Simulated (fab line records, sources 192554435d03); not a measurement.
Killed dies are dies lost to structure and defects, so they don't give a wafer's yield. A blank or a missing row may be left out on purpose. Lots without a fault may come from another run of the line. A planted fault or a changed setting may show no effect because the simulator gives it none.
One fault seen from 2 desks | flow n5_finfet | each desk has only its own numbers; what lay behind them comes last

THE METROLOGY DESK
What the gauges read, lot by lot, whatever tool the lot ran on: means of the sampled wafers that have a number. A lot is out of limits, marked OUT, if its mean lies more than 4 standard deviations from the usual mean; the brackets give that distance. Of its 10 readings 7 are shown: those that lie furthest out on some lot.
Columns: A = DIBL_P at N5_BEOL_M4_RC_MEAS_101, usual 36.0 mV/V; B = IOFF_P at N5_BEOL_M4_RC_MEAS_101, usual 0.21 nA/um; C = ION_N at N5_BEOL_M4_RC_MEAS_101, usual 673 uA/um; D = ION_P at N5_BEOL_M4_RC_MEAS_101, usual 462 uA/um; E = SS_N at N5_BEOL_M4_RC_MEAS_101, usual 71.4 mV/dec; F = SS_P at N5_BEOL_M4_RC_MEAS_101, usual 73.2 mV/dec; G = VT_P at N5_BEOL_M4_RC_MEAS_101, usual -250 mV
lot  | first seen here | A    | B    | C   | D   | E    | F    | G
L902 | day 9 00:07     | 39.7 | 0.30 | 678 | 472 | 71.7 | 73.8 | -242
L905 | day 9 06:42     | 36.1 | 0.21 | 668 | 459 | 71.7 | 73.1 | -251
L912 | day 11 00:51    | 34.9 | 0.21 | 680 | 466 | 71.1 | 72.7 | -249
L911 | day 11 05:53    | 36.8 | 0.18 | 671 | 452 | 72.1 | 73.2 | -254
L913 | day 11 11:40    | 34.9 | 0.21 | 670 | 462 | 71.7 | 72.4 | -250
L917 | day 12 12:02    | 35.0 | 0.18 | 660 | 458 | 71.1 | 73.3 | -254
L923 | day 13 18:26    | 34.0 | 0.18 | 669 | 455 | 71.6 | 73.3 | -254
This desk's finding: nothing out of limits on any of the 7 lots.

THE TOOL OWNER'S DESK: rie_diel-01
The tool's own readings at N5_BEOL_M2_ETCH_41 (etches SiCN in CH3F/O2, target depth 29.9 nm, time 52.5 s): means of the sampled wafers that have a number, for each lot that ran on this tool. A lot is out of limits, marked OUT, if its mean lies more than 4 standard deviations from the usual mean; the brackets give that distance.
Columns: A = drypump_motor_current_A at N5_BEOL_M2_ETCH_41, usual 5.6 A; B = oes_product_au at N5_BEOL_M2_ETCH_41, usual 0.77 a.u.; C = rf_vpp_V at N5_BEOL_M2_ETCH_41, usual 297.7 V; D = showerhead_plenum_p_Torr at N5_BEOL_M2_ETCH_41, usual 2.02 Torr; E = throttle_valve_pct at N5_BEOL_M2_ETCH_41, usual 16.44 %
lot  | first seen here | A   | B    | C     | D    | E
L905 | day 8 03:34     | 6.0 | 0.81 | 298.9 | 2.03 | 16.36
L912 | day 9 18:31     | 5.5 | 0.73 | 298.6 | 2.03 | 16.57
L911 | day 9 22:04     | 5.5 | 0.83 | 296.4 | 1.95 | 16.27
L913 | day 10 15:35    | 6.0 | 0.78 | 297.8 | 2.01 | 16.34
This desk's finding: nothing out of limits on any of the 4 lots.

PUT TOGETHER
The metrology desk saw nothing out of limits.
The tool owner's desk saw nothing out of limits.

WHAT THE SIMULATOR HAD PUT IN
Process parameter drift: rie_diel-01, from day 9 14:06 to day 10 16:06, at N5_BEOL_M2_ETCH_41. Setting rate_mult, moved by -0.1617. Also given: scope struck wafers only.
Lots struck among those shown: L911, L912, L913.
